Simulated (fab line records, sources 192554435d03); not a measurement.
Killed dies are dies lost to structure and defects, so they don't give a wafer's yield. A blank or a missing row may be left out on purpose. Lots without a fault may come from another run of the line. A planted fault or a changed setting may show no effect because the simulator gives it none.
A struck lot beside a sound one | flow n5_finfet | 15 steps out of a route of 1938
Sound: wafers L959.1, L959.4, L959.6. Struck: wafers L947.5, L947.6. (L947.2 of the same lot was not struck and is left out.) The cause comes at the end.
At each step with rows: each side's tool, then ch and its chambers, then its first start. Under that, the readings that differ: sound wafers | struck wafers | difference of the means | sigmas: that difference in standard deviations of wafers without a fault.
alike: readings whose means differ by less than 2 such deviations, and words and numbers that are the same on both sides. not compared: withheld readings, readings that some wafer has no value for, bounds like >300 that may hide the same value, and numbers for which the record gives no deviation and whose values overlap.
The two part at a step that has a row with sigmas, a row that says differs or no value, or rows on one side only. Numbers that don't overlap but have no deviation are shown without sigmas and don't part them. A reading that every wafer of one side lacks parts them only if that side has two wafers or more.

first, 1 step without rows for these wafers: N5_SD_EPI_N_STRIP_47 (strips in CHF3/O2).
N5_SD_EPI_N_SD_RECESS_17: chemistry HBr/Cl2/O2, target depth 41 nm, time 23.7 s, bt time 3 s.
  sound on rie_si-05 ch 1,2,3, day 7 06:25; struck on rie_si-06 ch 0,1, day 4 07:07
  alike: chamber_pressure_mTorr, drypump_motor_current_A, mfc_cl2_sccm, oes_product_au, throttle_valve_pct
  not compared: rf_hours_counter_h
N5_SD_EPI_N_STRIP_38: strips in N2/H2.
  sound on plasma_asher-02 ch 0,1, day 7 06:31; struck on plasma_asher-01 ch 0,1, day 4 07:13
  alike: drypump_motor_current_A, heater_power_w, n2_flow_sccm, oes_product_au
  not compared: rf_hours_counter_h
then, 4 steps without rows for these wafers: N5_SD_EPI_N_WET_ETCH_43 (etches SiO2 in dHF, time 14 s, target depth 1.5 nm); N5_SD_EPI_N_STRIP_18 (strips in SPM, time 750 s); N5_SD_EPI_N_SRD_20 (time 30 s); N5_SD_EPI_N_PRECLEAN_48 (cleans in NF3:NH3, afs cycles 2, time 20 s, sublimation time 60 s).
N5_SD_EPI_N_VAPOR_ETCH_50: etches Si in HCl, time 54 s.
  sound on epi_rpcvd-02 ch 0, day 7 07:31; struck on epi_rpcvd-02 ch 0, day 4 08:19
  alike: throttle_valve_pct
then, 1 step without rows for these wafers: N5_SD_EPI_N_EPI_21 (deposits Si:P, time 690 s).
N5_SD_EPI_N_EPI_MEAS_23:
  sound on film_metro-02, day 7 10:52; struck on film_metro-02, day 4 10:48
  alike: thk_nm
then, 2 steps without rows for these wafers: N5_SD_EPI_N_PRECLEAN_24 (cleans in O3/DIW, time 60 s); N5_SD_EPI_N_SRD_25 (time 30 s).
N5_SD_EPI_N_PRECLEAN_49: cleans in NF3:NH3, afs cycles 1, time 20 s, sublimation time 60 s.
  sound on remote_plasma-01 ch 1, day 7 10:58; struck on remote_plasma-01 ch 0, day 4 10:56
  reading    | sound    | struck        | difference | sigmas
  time_s (s) | 20 20 20 | 17.518 17.518 | -2.482     |
N5_SD_EPI_N_LINER_46: material SiNx, target thk 3 nm.
  sound on ald_sin-02 ch 0,2,3, day 7 11:39; struck on ald_sin-01 ch 0,3, day 4 11:15
  alike: heater_power_w
-- the record jumps here: 5 days lie between the struck wafers' starts before and after (it left off in module SD_EPI_N and takes up again in module BEOL_M4, whose first step shown is number 1111 of the route) --
N5_BEOL_M4_RC_MEAS_101:
  sound on prober-02 ch 0, day 11 20:59; struck on prober-01 ch 0, day 9 11:16
  reading       | sound          | struck    | difference | sigmas
  DIBL_N (mV/V) | 39.3 38.9 37.5 | 31.8 35.0 | -5.2       | -3
  SS_N (mV/dec) | 72.4 73.0 72.7 | 70.7 71.4 | -1.6       | -2
  SS_P (mV/dec) | 74.0 74.1 74.3 | 72.2 73.0 | -1.5       | -2
  alike: DIBL_P, IOFF_N, IOFF_P, ION_N, ION_P, VT_N, VT_P

WHERE THEY PART
Only at N5_BEOL_M4_RC_MEAS_101, within this record.

WHY: what the simulator had put in
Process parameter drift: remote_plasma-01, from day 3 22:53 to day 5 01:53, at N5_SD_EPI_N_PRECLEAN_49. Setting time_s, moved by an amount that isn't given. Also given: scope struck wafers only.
